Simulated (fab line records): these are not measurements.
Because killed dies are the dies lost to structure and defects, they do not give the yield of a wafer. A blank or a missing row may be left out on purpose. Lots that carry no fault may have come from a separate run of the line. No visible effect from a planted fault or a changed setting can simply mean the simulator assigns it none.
Check for tools in common / flow nandHarc / Sample size 14 lots and 42 wafers

== REASON IT WAS OPENED ==
On 2 of the 14 lots, a flag is raised at NHARC_A_M0_CD_MEAS_09 on the reading cdNm. Fault-free wafers read 79.7 nm, with a standard deviation of 0.71.
Rule: a lot is flagged when every wafer of it that has a number lies more than 4 standard deviations from that mean, or none has a number. The rest of the lots are taken to be sound.

lot=L104; measured=day 22 19:27; on=cdSem-02; cdNm (nm), wafer by wafer=79.0 78.9 79.0; flag=
lot=L105; measured=day 23 03:03; on=cdSem-02; cdNm (nm), wafer by wafer=80.1 80.6 80.4; flag=
lot=L106; measured=day 23 03:37; on=cdSem-01; cdNm (nm), wafer by wafer=80.5 80.8 79.5; flag=
lot=L108; measured=day 24 08:05; on=cdSem-01; cdNm (nm), wafer by wafer=79.9 79.7 79.3; flag=
lot=L107; measured=day 24 09:58; on=cdSem-02; cdNm (nm), wafer by wafer=80.1 79.1 79.6; flag=
lot=L109; measured=day 25 04:25; on=cdSem-02; cdNm (nm), wafer by wafer=78.5 79.2 78.9; flag=
lot=L110; measured=day 25 06:34; on=cdSem-02; cdNm (nm), wafer by wafer=80.0 79.2 79.6; flag=
lot=L111; measured=day 25 08:07; on=cdSem-01; cdNm (nm), wafer by wafer=80.0 79.9 80.3; flag=
lot=L113; measured=day 26 12:11; on=cdSem-03; cdNm (nm), wafer by wafer=79.5 80.0 79.4; flag=
lot=L114; measured=day 27 20:22; on=cdSem-01; cdNm (nm), wafer by wafer=81.4 81.5 80.6; flag=
lot=L115; measured=day 27 21:42; on=cdSem-01; cdNm (nm), wafer by wafer=79.8 79.8 79.2; flag=
lot=L119; measured=day 29 21:25; on=cdSem-03; cdNm (nm), wafer by wafer=79.8 79.6 80.0; flag=
lot=L122; measured=day 30 11:40; on=cdSem-02; cdNm (nm), wafer by wafer=71.9 72.0 71.9; flag=FLAGGED
lot=L121; measured=day 30 16:17; on=cdSem-02; cdNm (nm), wafer by wafer=72.9 72.2 72.7; flag=FLAGGED
The mean of the flagged lots' numbers is 72.3 nm, -7.4 nm from the usual (-10 standard deviations).

== TOOL THAT RAN EACH LOT ==
3 process steps preceding the reading are held in the record, out of 1302 steps in the route. In each cell: the tool, then ch and the chambers that the sampled wafers went through, then the start.
lot=L104; flag=; NHARC_A_BLC_STRIP_21=rieDiel-10 ch 0,1, day 22 16:44; NHARC_A_BLC_DEGAS_30=pvdSputter-01, day 22 17:10; NHARC_A_M0_PEB_07=lithoTrack-04 ch 0, day 22 19:22
lot=L105; flag=; NHARC_A_BLC_STRIP_21=rieDiel-13 ch 0,1,3, day 23 00:29; NHARC_A_BLC_DEGAS_30=pvdSputter-02, day 23 00:54; NHARC_A_M0_PEB_07=lithoTrack-04 ch 0, day 23 02:58
lot=L106; flag=; NHARC_A_BLC_STRIP_21=rieDiel-10 ch 1,2, day 23 00:55; NHARC_A_BLC_DEGAS_30=pvdSputter-02, day 23 01:20; NHARC_A_M0_PEB_07=lithoTrack-04 ch 0, day 23 03:32
lot=L108; flag=; NHARC_A_BLC_STRIP_21=rieDiel-13 ch 0,3, day 24 05:30; NHARC_A_BLC_DEGAS_30=pvdSputter-03, day 24 05:56; NHARC_A_M0_PEB_07=lithoTrack-06 ch 0, day 24 07:59
lot=L107; flag=; NHARC_A_BLC_STRIP_21=rieDiel-13 ch 2,3, day 24 07:23; NHARC_A_BLC_DEGAS_30=pvdSputter-03, day 24 07:49; NHARC_A_M0_PEB_07=lithoTrack-06 ch 0, day 24 09:53
lot=L109; flag=; NHARC_A_BLC_STRIP_21=rieDiel-13 ch 0,1,2, day 25 01:50; NHARC_A_BLC_DEGAS_30=pvdSputter-01, day 25 02:16; NHARC_A_M0_PEB_07=lithoTrack-06 ch 0, day 25 04:20
lot=L110; flag=; NHARC_A_BLC_STRIP_21=rieDiel-13 ch 1,2,3, day 25 03:49; NHARC_A_BLC_DEGAS_30=pvdSputter-02, day 25 04:14; NHARC_A_M0_PEB_07=lithoTrack-04 ch 0, day 25 06:29
lot=L111; flag=; NHARC_A_BLC_STRIP_21=rieDiel-10 ch 0,1,3, day 25 05:26; NHARC_A_BLC_DEGAS_30=pvdSputter-02, day 25 05:50; NHARC_A_M0_PEB_07=lithoTrack-06 ch 0, day 25 08:02
lot=L113; flag=; NHARC_A_BLC_STRIP_21=rieDiel-10 ch 1,2, day 26 09:36; NHARC_A_BLC_DEGAS_30=pvdSputter-03, day 26 10:01; NHARC_A_M0_PEB_07=lithoTrack-04 ch 0, day 26 12:07
lot=L114; flag=; NHARC_A_BLC_STRIP_21=rieDiel-13 ch 0,1, day 27 17:38; NHARC_A_BLC_DEGAS_30=pvdSputter-01, day 27 18:05; NHARC_A_M0_PEB_07=lithoTrack-01 ch 0, day 27 20:17
lot=L115; flag=; NHARC_A_BLC_STRIP_21=rieDiel-13 ch 1,2, day 27 19:00; NHARC_A_BLC_DEGAS_30=pvdSputter-01, day 27 19:26; NHARC_A_M0_PEB_07=lithoTrack-04 ch 0, day 27 21:37
lot=L119; flag=; NHARC_A_BLC_STRIP_21=rieDiel-13 ch 0,1,2, day 29 18:41; NHARC_A_BLC_DEGAS_30=pvdSputter-03, day 29 19:07; NHARC_A_M0_PEB_07=lithoTrack-06 ch 0, day 29 21:20
lot=L122; flag=FLAGGED; NHARC_A_BLC_STRIP_21=rieDiel-12 ch 0,2, day 30 09:00; NHARC_A_BLC_DEGAS_30=pvdSputter-02, day 30 09:27; NHARC_A_M0_PEB_07=lithoTrack-04 ch 0, day 30 11:35
lot=L121; flag=FLAGGED; NHARC_A_BLC_STRIP_21=rieDiel-13 ch 0,1,2, day 30 13:34; NHARC_A_BLC_DEGAS_30=pvdSputter-02, day 30 13:58; NHARC_A_M0_PEB_07=lithoTrack-04 ch 0, day 30 16:12
What is done by these steps:
- NHARC_A_BLC_STRIP_21: strips in O2.
- NHARC_A_BLC_DEGAS_30: time 60 s.
- NHARC_A_M0_PEB_07: peb time 65 s.
- NHARC_A_M0_CD_MEAS_09: target cd 80 nm.

== FLAGGED OVER TOTAL, TOOL BY TOOL (the gauges that took the reading come last) ==
step=NHARC_A_BLC_STRIP_21; tool=rieDiel-10; lots run=4; flagged=0; share of the flagged lots=none; sound lots run after its first flagged lot=-
step=NHARC_A_BLC_STRIP_21; tool=rieDiel-12; lots run=1; flagged=1; share of the flagged lots=some; sound lots run after its first flagged lot=0
step=NHARC_A_BLC_STRIP_21; tool=rieDiel-13; lots run=9; flagged=1; share of the flagged lots=some; sound lots run after its first flagged lot=0
step=NHARC_A_BLC_DEGAS_30; tool=pvdSputter-01; lots run=4; flagged=0; share of the flagged lots=none; sound lots run after its first flagged lot=-
step=NHARC_A_BLC_DEGAS_30; tool=pvdSputter-02; lots run=6; flagged=2; share of the flagged lots=all; sound lots run after its first flagged lot=0
step=NHARC_A_BLC_DEGAS_30; tool=pvdSputter-03; lots run=4; flagged=0; share of the flagged lots=none; sound lots run after its first flagged lot=-
step=NHARC_A_M0_PEB_07; tool=lithoTrack-01; lots run=1; flagged=0; share of the flagged lots=none; sound lots run after its first flagged lot=-
step=NHARC_A_M0_PEB_07; tool=lithoTrack-04; lots run=8; flagged=2; share of the flagged lots=all; sound lots run after its first flagged lot=0
step=NHARC_A_M0_PEB_07; tool=lithoTrack-06; lots run=5; flagged=0; share of the flagged lots=none; sound lots run after its first flagged lot=-
step=NHARC_A_M0_CD_MEAS_09; tool=cdSem-01; lots run=5; flagged=0; share of the flagged lots=none; sound lots run after its first flagged lot=-
step=NHARC_A_M0_CD_MEAS_09; tool=cdSem-02; lots run=7; flagged=2; share of the flagged lots=all; sound lots run after its first flagged lot=0
step=NHARC_A_M0_CD_MEAS_09; tool=cdSem-03; lots run=2; flagged=0; share of the flagged lots=none; sound lots run after its first flagged lot=-

== THE TABLE: WHAT IT ALLOWS ==
All flagged lots were run by 3 table rows, namely pvdSputter-02 at NHARC_A_BLC_DEGAS_30, lithoTrack-04 at NHARC_A_M0_PEB_07, cdSem-02 at NHARC_A_M0_CD_MEAS_09.
- pvdSputter-02 at NHARC_A_BLC_DEGAS_30: 2 of its 6 lots flagged. Its last sound lot is L111 (day 25 05:50), its first flagged lot L122 (day 30 09:27): a fault that began between those two fits.
- lithoTrack-04 at NHARC_A_M0_PEB_07: 2 of its 8 lots flagged. Its last sound lot is L115 (day 27 21:37), its first flagged lot L122 (day 30 11:35): a fault that began between those two fits. Its own readings lie more than 4 standard deviations out on every wafer of the flagged lots: heaterPowerTotalW, plateTempC.
- cdSem-02 at NHARC_A_M0_CD_MEAS_09: 2 of its 7 lots flagged. Its last sound lot is L110 (day 25 06:34), its first flagged lot L122 (day 30 11:40): a fault that began between those two fits.
Counting lots can't tell these 3 tools apart, because each fits a fault that began at some hour. More lots, or a look at what each step does to the wafer, might.

== WHAT THE SIMULATOR HAD PUT IN ==
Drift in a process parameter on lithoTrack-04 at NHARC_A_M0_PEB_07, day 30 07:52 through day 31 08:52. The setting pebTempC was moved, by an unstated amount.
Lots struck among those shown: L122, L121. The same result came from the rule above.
